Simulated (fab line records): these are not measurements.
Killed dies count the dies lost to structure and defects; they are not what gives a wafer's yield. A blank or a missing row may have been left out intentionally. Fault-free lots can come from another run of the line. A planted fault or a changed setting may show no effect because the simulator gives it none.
Comparing a struck lot with a sound one / flow nandHarc / 15 out of 1302 route steps
Sound: wafers L382.2, L382.3, L382.5. Wafers struck: L391.2, L391.3, L391.5. The cause is given at the end.
For every step that has rows: the tool of each side, followed by ch and its chambers, followed by its first start. Under that, the readings that differ: sound wafers / struck wafers / difference of the means / sigmas: that difference in standard deviations of wafers without a fault.
alike: readings whose means differ by less than 2 such deviations, and words and numbers that are the same on both sides. not compared: withheld readings, readings that some wafer has no value for, bounds like >300 that may hide the same value, and numbers for which the record gives no deviation and whose values overlap.
The two part at a step that has a row with sigmas, a row that says differs or no value, or rows on one side only. When numbers do not overlap yet have no deviation, they are printed without sigmas and do not part them. Lack of a reading on every wafer of one side parts them only where that side has two or more wafers.

first, 3 steps without rows for these wafers: NHARC_A_CHANNEL_HOLE_D2_STRIP_41 (strips in N2/H2); NHARC_A_CHANNEL_HOLE_D2_STRIP_42 (strips in CF4/CHF3); NHARC_A_CHANNEL_HOLE_D2_STRIP_43 (strips in O2/COS).
NHARC_A_CHANNEL_HOLE_D2_ETCH_44: etches the open film in CF4/O2, target depth 140 nm, overetch 14 nm, time 77 s.
  sound on rieDiel-08 ch 0,1, day 15 17:41; struck on rieDiel-10 ch 0,1, day 20 03:40
  alike: drypumpMotorCurrentA, oesProductAu, rfVppV, showerheadPlenumPTorr, throttleValvePct
  not compared: rfHoursCounterH
NHARC_A_CHANNEL_HOLE_D2_STRIP_28: strips in O2.
  sound on rieDiel-08 ch 2,3; struck on rieDiel-10 ch 0,2,3
  alike: drypumpMotorCurrentA, oesProductAu, rfVppV, showerheadPlenumPTorr, throttleValvePct
  not compared: rfHoursCounterH
then, 2 steps without rows for these wafers: NHARC_A_CHANNEL_HOLE_D2_PRECLEAN_29 (cleans in SC1); NHARC_A_CHANNEL_HOLE_D2_SRD_30.
NHARC_A_CHANNEL_HOLE_D2_CD_MEAS_31:
  sound: cdSem-02 at day 15 18:29; struck: cdSem-01 at day 20 04:28
  alike: cdNm
NHARC_A_CHANNEL_HOLE_D2_XSEM_32:
  sound on xsem-01 ch 0, day 15 18:34; struck on xsem-02 ch 0, day 20 04:34
  alike: botCdNm, bowNm, tiltDeg
NHARC_A_CHANNEL_HOLE_D2_INSPECT_40:
  sound: defectInspect-01 at day 15 18:40; struck: defectInspect-02 at day 20 04:40
  alike: rawDefectCount
then, 2 steps without rows for these wafers: NHARC_A_CHANNEL_FILL_D2_PRECLEAN_00 (cleans in SC1); NHARC_A_CHANNEL_FILL_D2_SRD_01.
NHARC_A_CHANNEL_FILL_D2_ALD_02: deposits SiO2, target thk 6 nm, pulse time 10 s, ald cycles 60.
  sound on aldHk-04 ch 1,3, day 15 18:56; struck on aldHk-04 ch 0,2, day 20 04:55
  no value came back on the struck wafers for aldCycles, heaterPowerOuterW (W), heaterPowerW (W), precursorPulseHeightRel; on the sound wafers aldCycles reads 60 60 60
  not compared: sinceWetCleanH
NHARC_A_CHANNEL_FILL_D2_ALD_03: deposits SiNx, target thk 6 nm, pulse time 60 s, ald cycles 58.
  sound on aldSinBatch-01 ch 0; struck on aldSinBatch-02 ch 0
  alike: chamberPressureTorr, precursorPulseHeightRel
-- record jumps: 11 days between struck wafers' starts before vs after; left off in module A_CHANNEL_FILL_D2, resumes in module END, first step shown is number 1302 of the route --
NHARC_END_SORT_01:
  here the record holds rows for the struck wafers (prober-02 ch 0, day 31 05:38) but none for the sound ones

WHERE THEY PART
At NHARC_A_CHANNEL_FILL_D2_ALD_02 first; at NHARC_END_SORT_01 last (within this record only).

WHY: whatever the simulator had introduced
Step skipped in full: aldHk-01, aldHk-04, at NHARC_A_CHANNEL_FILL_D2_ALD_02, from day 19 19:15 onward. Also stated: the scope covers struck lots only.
